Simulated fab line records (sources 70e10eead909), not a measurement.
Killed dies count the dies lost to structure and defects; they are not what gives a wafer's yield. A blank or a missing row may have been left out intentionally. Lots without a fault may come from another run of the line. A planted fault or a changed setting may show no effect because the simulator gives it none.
A sampling plan put to the test + flow nand harc + 36 faults told of in these records, all on one fab line, each judged by the records of the lots it struck
Plan = the line's own looks (route steps where a gauge or an inspection reads the wafer without altering it). A look is open to judgement when struck wafers have a number at it and the file gives its usual mean and standard deviation on fault-free wafers. Caught: 4 or more of those standard deviations (sigma) separate the usual mean from the mean of the struck wafers at a look after the fault's first step. On the tool: the fault's steps, tested the same way using the tool's own readings. It also counts as caught if the struck wafers ran another recipe or if their record alone is blank.

== THE FAULTS, as the simulator had put them in ==
1. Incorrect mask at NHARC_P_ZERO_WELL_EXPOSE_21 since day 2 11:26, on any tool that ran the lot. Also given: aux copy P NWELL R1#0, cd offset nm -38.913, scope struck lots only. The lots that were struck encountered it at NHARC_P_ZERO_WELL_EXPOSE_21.
2. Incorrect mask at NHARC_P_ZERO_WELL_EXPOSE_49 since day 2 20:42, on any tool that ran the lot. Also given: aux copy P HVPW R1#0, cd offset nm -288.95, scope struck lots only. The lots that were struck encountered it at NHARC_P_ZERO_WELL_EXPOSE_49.
3. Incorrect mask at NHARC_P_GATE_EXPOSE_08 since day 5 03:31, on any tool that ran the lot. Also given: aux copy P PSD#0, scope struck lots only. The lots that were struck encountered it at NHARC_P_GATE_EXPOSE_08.
4. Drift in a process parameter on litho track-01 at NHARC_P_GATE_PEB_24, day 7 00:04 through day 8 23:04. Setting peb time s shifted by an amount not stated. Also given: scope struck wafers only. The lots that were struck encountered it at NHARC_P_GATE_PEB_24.
5. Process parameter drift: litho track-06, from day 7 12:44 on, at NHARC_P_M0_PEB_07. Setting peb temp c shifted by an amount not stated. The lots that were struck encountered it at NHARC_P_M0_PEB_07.
6. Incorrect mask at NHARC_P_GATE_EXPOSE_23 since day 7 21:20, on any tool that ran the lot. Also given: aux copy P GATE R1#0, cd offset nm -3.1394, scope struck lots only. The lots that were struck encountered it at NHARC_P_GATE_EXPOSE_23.
7. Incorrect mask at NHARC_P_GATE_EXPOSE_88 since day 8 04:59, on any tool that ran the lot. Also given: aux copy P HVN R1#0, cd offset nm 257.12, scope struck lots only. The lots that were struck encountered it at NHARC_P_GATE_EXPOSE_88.
8. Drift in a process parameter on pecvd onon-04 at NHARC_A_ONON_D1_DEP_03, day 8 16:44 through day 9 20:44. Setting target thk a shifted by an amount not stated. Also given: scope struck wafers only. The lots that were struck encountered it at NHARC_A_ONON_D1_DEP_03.
9. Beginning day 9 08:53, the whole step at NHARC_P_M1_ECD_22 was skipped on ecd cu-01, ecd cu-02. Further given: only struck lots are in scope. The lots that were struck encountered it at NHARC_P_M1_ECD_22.
10. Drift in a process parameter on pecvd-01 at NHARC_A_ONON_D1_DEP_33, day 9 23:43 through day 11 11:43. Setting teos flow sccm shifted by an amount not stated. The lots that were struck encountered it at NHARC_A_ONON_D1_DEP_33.
11. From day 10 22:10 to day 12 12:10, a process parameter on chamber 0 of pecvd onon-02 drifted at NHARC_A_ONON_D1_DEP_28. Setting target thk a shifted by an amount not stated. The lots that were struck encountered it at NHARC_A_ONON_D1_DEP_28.
12. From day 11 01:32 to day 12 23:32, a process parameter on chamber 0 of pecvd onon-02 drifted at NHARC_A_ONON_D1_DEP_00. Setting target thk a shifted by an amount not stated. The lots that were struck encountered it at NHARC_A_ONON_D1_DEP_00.
13. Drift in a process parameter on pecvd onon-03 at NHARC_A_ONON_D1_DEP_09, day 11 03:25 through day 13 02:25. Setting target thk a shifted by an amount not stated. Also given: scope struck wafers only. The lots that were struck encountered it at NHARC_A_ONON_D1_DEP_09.
14. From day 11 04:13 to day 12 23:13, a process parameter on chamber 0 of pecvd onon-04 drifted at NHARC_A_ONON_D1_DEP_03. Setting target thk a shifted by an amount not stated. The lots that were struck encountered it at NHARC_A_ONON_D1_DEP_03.
15. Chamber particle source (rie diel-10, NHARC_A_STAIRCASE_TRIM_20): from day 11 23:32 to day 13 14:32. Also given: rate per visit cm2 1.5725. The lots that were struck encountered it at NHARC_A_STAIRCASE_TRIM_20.
16. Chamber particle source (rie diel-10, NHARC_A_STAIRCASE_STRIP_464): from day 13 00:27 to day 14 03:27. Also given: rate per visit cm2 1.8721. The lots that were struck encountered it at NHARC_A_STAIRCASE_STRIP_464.
17. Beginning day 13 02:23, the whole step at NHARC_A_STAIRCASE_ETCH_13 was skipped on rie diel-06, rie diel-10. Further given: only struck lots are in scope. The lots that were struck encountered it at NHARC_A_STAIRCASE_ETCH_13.
18. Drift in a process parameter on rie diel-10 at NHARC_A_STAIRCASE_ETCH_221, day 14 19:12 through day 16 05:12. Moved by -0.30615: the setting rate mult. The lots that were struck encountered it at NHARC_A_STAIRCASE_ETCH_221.
19. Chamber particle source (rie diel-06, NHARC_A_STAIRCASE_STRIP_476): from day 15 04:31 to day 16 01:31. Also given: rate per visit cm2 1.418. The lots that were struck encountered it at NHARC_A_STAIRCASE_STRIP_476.
20. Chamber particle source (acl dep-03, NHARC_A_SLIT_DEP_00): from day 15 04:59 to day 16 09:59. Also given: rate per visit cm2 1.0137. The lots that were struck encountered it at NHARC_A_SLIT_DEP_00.
21. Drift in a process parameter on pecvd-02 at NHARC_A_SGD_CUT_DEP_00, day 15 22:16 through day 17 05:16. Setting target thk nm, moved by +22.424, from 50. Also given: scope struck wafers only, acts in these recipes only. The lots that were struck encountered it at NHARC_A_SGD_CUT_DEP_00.
22. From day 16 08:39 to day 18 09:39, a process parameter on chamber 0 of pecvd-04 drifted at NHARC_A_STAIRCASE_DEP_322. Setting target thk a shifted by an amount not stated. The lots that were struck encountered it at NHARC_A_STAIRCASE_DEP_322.
23. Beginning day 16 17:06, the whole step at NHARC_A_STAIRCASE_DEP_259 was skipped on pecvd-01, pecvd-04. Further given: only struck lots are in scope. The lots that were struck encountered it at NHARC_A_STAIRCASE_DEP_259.
24. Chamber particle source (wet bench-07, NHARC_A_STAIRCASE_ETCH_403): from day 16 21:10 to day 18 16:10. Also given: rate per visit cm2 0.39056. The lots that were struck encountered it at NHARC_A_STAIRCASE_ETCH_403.
25. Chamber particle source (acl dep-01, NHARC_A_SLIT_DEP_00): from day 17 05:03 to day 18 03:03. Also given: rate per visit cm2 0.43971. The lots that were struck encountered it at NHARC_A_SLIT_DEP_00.
26. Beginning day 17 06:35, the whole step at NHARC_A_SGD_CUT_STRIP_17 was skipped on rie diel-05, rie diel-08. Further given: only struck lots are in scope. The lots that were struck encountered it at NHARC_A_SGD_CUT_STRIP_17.
27. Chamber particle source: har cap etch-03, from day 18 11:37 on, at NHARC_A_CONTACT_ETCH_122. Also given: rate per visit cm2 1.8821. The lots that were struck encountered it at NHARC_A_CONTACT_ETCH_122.
28. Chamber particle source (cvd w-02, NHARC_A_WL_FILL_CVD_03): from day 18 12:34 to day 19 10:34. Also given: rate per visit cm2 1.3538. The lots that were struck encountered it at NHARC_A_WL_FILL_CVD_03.
29. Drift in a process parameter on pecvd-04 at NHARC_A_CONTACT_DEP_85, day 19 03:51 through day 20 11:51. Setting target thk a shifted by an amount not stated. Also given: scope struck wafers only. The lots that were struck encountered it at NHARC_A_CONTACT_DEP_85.
30. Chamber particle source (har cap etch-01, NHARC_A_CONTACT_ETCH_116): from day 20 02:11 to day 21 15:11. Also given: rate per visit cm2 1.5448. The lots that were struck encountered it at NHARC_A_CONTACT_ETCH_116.
31. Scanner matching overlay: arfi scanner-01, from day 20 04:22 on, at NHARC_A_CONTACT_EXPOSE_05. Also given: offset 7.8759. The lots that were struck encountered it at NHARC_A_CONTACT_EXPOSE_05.
32. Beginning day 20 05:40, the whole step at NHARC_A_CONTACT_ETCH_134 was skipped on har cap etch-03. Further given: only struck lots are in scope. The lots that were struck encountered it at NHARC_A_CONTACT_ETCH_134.
33. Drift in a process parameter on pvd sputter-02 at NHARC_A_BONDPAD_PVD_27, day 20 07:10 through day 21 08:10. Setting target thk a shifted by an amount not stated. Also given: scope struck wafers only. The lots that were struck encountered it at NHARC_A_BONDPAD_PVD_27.
34. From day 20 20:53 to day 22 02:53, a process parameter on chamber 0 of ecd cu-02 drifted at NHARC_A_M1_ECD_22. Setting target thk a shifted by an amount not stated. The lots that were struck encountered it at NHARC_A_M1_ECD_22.
35. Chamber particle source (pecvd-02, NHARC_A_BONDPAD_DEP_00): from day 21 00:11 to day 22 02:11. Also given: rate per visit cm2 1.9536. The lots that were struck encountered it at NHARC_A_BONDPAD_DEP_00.
36. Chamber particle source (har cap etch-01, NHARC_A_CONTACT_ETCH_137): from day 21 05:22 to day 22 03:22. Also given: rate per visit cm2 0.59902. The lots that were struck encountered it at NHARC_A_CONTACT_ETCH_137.

== WHAT THE PLAN SAW ==
| fault | on the tool itself                               | first look that catches it                      | reading, sigma                                    | median hours from its first step to that look | hours from the fault's start to the first struck lot there | judged looks passed uncaught |
|-------|--------------------------------------------------|-------------------------------------------------|---------------------------------------------------|-----------------------------------------------|------------------------------------------------------------|------------------------------|
| 1     | under 2 sigma                                    | NHARC_P_ZERO_WELL_CD_MEAS_24                    | cd nm -27                                         | 0.2                                           | 3                                                          | 0                            |
| 2     | no reading that can be judged                    | NHARC_P_ZERO_WELL_CD_MEAS_52                    | cd nm -99 or beyond                               | 0.2                                           | 3                                                          | 0                            |
| 3     | no reading that can be judged                    | NHARC_END_SORT_01                               | killed at periphery +99 or beyond                 | 377.5                                         | 381                                                        | 1                            |
| 4     | no reading that can be judged                    | none of the 2 looks that can be judged after it | strongest: cd nm at NHARC_P_GATE_CD_MEAS_26, -3.4 | -                                             | -                                                          | 2                            |
| 5     | plate temp C +99 or beyond sigma                 | NHARC_P_M0_CD_MEAS_09                           | cd nm +49                                         | 0.1                                           | 16                                                         | 0                            |
| 6     | under 2 sigma                                    | NHARC_P_GATE_CD_MEAS_26                         | cd nm -5.1                                        | 0.1                                           | 0                                                          | 0                            |
| 7     | under 2 sigma                                    | NHARC_P_GATE_CD_MEAS_91                         | cd nm +99 or beyond                               | 0.2                                           | 8                                                          | 0                            |
| 8     | under 2 sigma                                    | NHARC_A_ONON_D1_THK_MEAS_05                     | thk nm +77                                        | 0.5                                           | 8                                                          | 0                            |
| 9     | the tool's record is blank for the struck wafers | NHARC_P_M1_THK_MEAS_24                          | thk nm -74                                        | 1.0                                           | 2                                                          | 0                            |
| 10    | mfc precursor sccm +99 or beyond sigma           | NHARC_A_ONON_D1_THK_MEAS_34                     | thk nm +33                                        | 0.3                                           | 12                                                         | 0                            |
| 11    | no reading that can be judged                    | NHARC_A_ONON_D1_THK_MEAS_30                     | thk nm +62                                        | 0.5                                           | 12                                                         | 0                            |
| 12    | no reading that can be judged                    | NHARC_A_ONON_D1_THK_MEAS_02                     | thk nm +72                                        | 0.4                                           | 4                                                          | 0                            |
| 13    | no reading that can be judged                    | NHARC_A_ONON_D1_THK_MEAS_11                     | thk nm -11                                        | 0.5                                           | 4                                                          | 0                            |
| 14    | no reading that can be judged                    | NHARC_A_ONON_D1_THK_MEAS_05                     | thk nm -63                                        | 0.5                                           | 11                                                         | 0                            |
| 15    | under 2 sigma                                    | NHARC_END_SORT_01                               | killed at array +4.4                              | 225.6                                         | 223                                                        | 1                            |
| 16    | no reading that can be judged                    | NHARC_END_SORT_01                               | killed at array +5.9                              | 192.9                                         | 198                                                        | 0                            |
| 17    | the tool's record is blank for the struck wafers | NHARC_END_SORT_01                               | killed dies +64                                   | 215.0                                         | 217                                                        | 0                            |
| 18    | oes product au -12 sigma                         | NHARC_END_SORT_01                               | killed at array +64                               | 216.0                                         | 224                                                        | 0                            |
| 19    | under 2 sigma                                    | NHARC_END_SORT_01                               | killed at array +8.3                              | 200.3                                         | 199                                                        | 1                            |
| 20    | under 2 sigma                                    | NHARC_A_SLIT_INSPECT_11                         | raw defect count +64                              | 2.1                                           | 2                                                          | 1                            |
| 21    | under 2 sigma                                    | NHARC_END_SORT_01                               | killed dies +64                                   | 142.5                                         | 153                                                        | 0                            |
| 22    | under 2 sigma                                    | NHARC_END_SORT_01                               | killed dies +64                                   | 181.4                                         | 185                                                        | 0                            |
| 23    | the tool's record is blank for the struck wafers | NHARC_END_SORT_01                               | killed dies +64                                   | 189.4                                         | 198                                                        | 0                            |
| 24    | no reading that can be judged                    | NHARC_END_SORT_01                               | killed dies +5.7                                  | 156.8                                         | 166                                                        | 1                            |
| 25    | under 2 sigma                                    | NHARC_A_SLIT_INSPECT_11                         | raw defect count +29                              | 2.3                                           | 10                                                         | 0                            |
| 26    | the tool's record is blank for the struck wafers | NHARC_END_SORT_01                               | killed at array +64                               | 142.4                                         | 135                                                        | 0                            |
| 27    | the tool's record is blank for the struck wafers | NHARC_END_SORT_01                               | killed at array +7.0                              | 71.1                                          | 81                                                         | 0                            |
| 28    | under 2 sigma                                    | NHARC_END_SORT_01                               | killed dies +10                                   | 129.3                                         | 119                                                        | 1                            |
| 29    | under 2 sigma                                    | not the one look that can be judged after it    | strongest: killed dies at NHARC_END_SORT_01, +3.3 | -                                             | -                                                          | 1                            |
| 30    | no reading that can be judged                    | NHARC_END_SORT_01                               | killed at array +7.1                              | 83.0                                          | 89                                                         | 2                            |
| 31    | under 2 sigma                                    | NHARC_A_CONTACT_OVL_MEAS_09                     | overlay x nm +11                                  | 0.2                                           | 2                                                          | 0                            |
| 32    | the tool's record is blank for the struck wafers | NHARC_END_SORT_01                               | killed dies +64                                   | 67.2                                          | 54                                                         | 0                            |
| 33    | under 2 sigma                                    | NHARC_END_SORT_01                               | sort_bin_2_pct +99 or beyond                      | 31.7                                          | 45                                                         | 0                            |
| 34    | no reading that can be judged                    | no look after it can be judged                  | -                                                 | -                                             | -                                                          | 0                            |
| 35    | under 2 sigma                                    | NHARC_END_SORT_01                               | sort_bin_3_pct +15                                | 40.8                                          | 43                                                         | 4                            |
| 36    | no reading that can be judged                    | NHARC_END_SORT_01                               | killed at array +6.1                              | 58.4                                          | 60                                                         | 1                            |
A dash: the fault is not caught, or the number is missing from these records.

Caught at a look: 33 of 36. Caught on the tool: 9 of 36. By one or the other: 33 of 36.
Caught at a look alone: faults 1, 2, 3, 6, 7, 8, 11, 12, 13, 14, 15, 16, 19, 20, 21, 22, 24, 25, 28, 30, 31, 33, 35, 36.
Caught by neither: faults 4, 29, 34.

== THINNER SAMPLING ==
In the worst case, this is how late the first struck lot would be measured if the look that catches a fault measured only every second or every third lot, by lot number:
| fault | struck lots at that look, in order of time | every lot | every second lot | every third lot |
|-------|--------------------------------------------|-----------|------------------|-----------------|
| 1     | L759                                       | 3 h       | may miss it      | may miss it     |
| 2     | L419                                       | 3 h       | may miss it      | may miss it     |
| 3     | L445                                       | 381 h     | may miss it      | may miss it     |
| 5     | L245                                       | 16 h      | may miss it      | may miss it     |
| 6     | L738                                       | 0 h       | may miss it      | may miss it     |
| 7     | L109                                       | 8 h       | may miss it      | may miss it     |
| 8     | L472, L475                                 | 8 h       | 23 h             | may miss all 2  |
| 9     | L582, L581                                 | 2 h       | 3 h              | may miss all 2  |
| 10    | L499, L502                                 | 12 h      | 35 h             | may miss all 2  |
| 11    | L589, L591                                 | 12 h      | may miss all 2   | may miss all 2  |
| 12    | L575, L581                                 | 4 h       | may miss all 2   | may miss all 2  |
| 13    | L194, L197                                 | 4 h       | 26 h             | may miss all 2  |
| 14    | L310, L313                                 | 11 h      | 38 h             | may miss all 2  |
| 15    | L676, L675                                 | 223 h     | 238 h            | may miss all 2  |
| 16    | L939, L940                                 | 198 h     | 213 h            | may miss all 2  |
| 17    | L573, L574, L572                           | 217 h     | 218 h            | 227 h           |
| 18    | L471, L478                                 | 224 h     | 230 h            | may miss all 2  |
| 19    | L667, L665                                 | 199 h     | may miss all 2   | may miss all 2  |
| 20    | L923, L922                                 | 2 h       | 4 h              | may miss all 2  |
| 21    | L712, L710                                 | 153 h     | may miss all 2   | may miss all 2  |
| 22    | L844, L852                                 | 185 h     | may miss all 2   | may miss all 2  |
| 23    | L968, L970                                 | 198 h     | may miss all 2   | may miss all 2  |
| 24    | L762, L757                                 | 166 h     | 174 h            | may miss all 2  |
| 25    | L454, L451                                 | 10 h      | 19 h             | may miss all 2  |
| 26    | L626, L627                                 | 135 h     | 149 h            | may miss all 2  |
| 27    | L440                                       | 81 h      | may miss it      | may miss it     |
| 28    | L600, L598, L596                           | 119 h     | may miss all 3   | 135 h           |
| 30    | L827, L829                                 | 89 h      | may miss all 2   | may miss all 2  |
| 31    | L614, L613                                 | 2 h       | 18 h             | may miss all 2  |
| 32    | L775, L774                                 | 54 h      | 94 h             | may miss all 2  |
| 33    | L344                                       | 45 h      | may miss it      | may miss it     |
| 35    | L786, L787                                 | 43 h      | 60 h             | may miss all 2  |
| 36    | L694, L695                                 | 60 h      | 76 h             | may miss all 2  |
The hour figures run from when the fault began to the first measured lot among those it struck. Since the struck wafers were tested as one group against 4 sigma, a single lot by itself may lie under the limit. Other struck lots may not be in these records.

== THE LONGEST TIMED WAY FROM STEP TO LOOK ==
Fault 3: the median time between NHARC_P_GATE_EXPOSE_08 and NHARC_END_SORT_01 is 377.5 hours. The look between them that can be judged stayed within 4 sigma: NHARC_P_GATE_INSPECT_28.
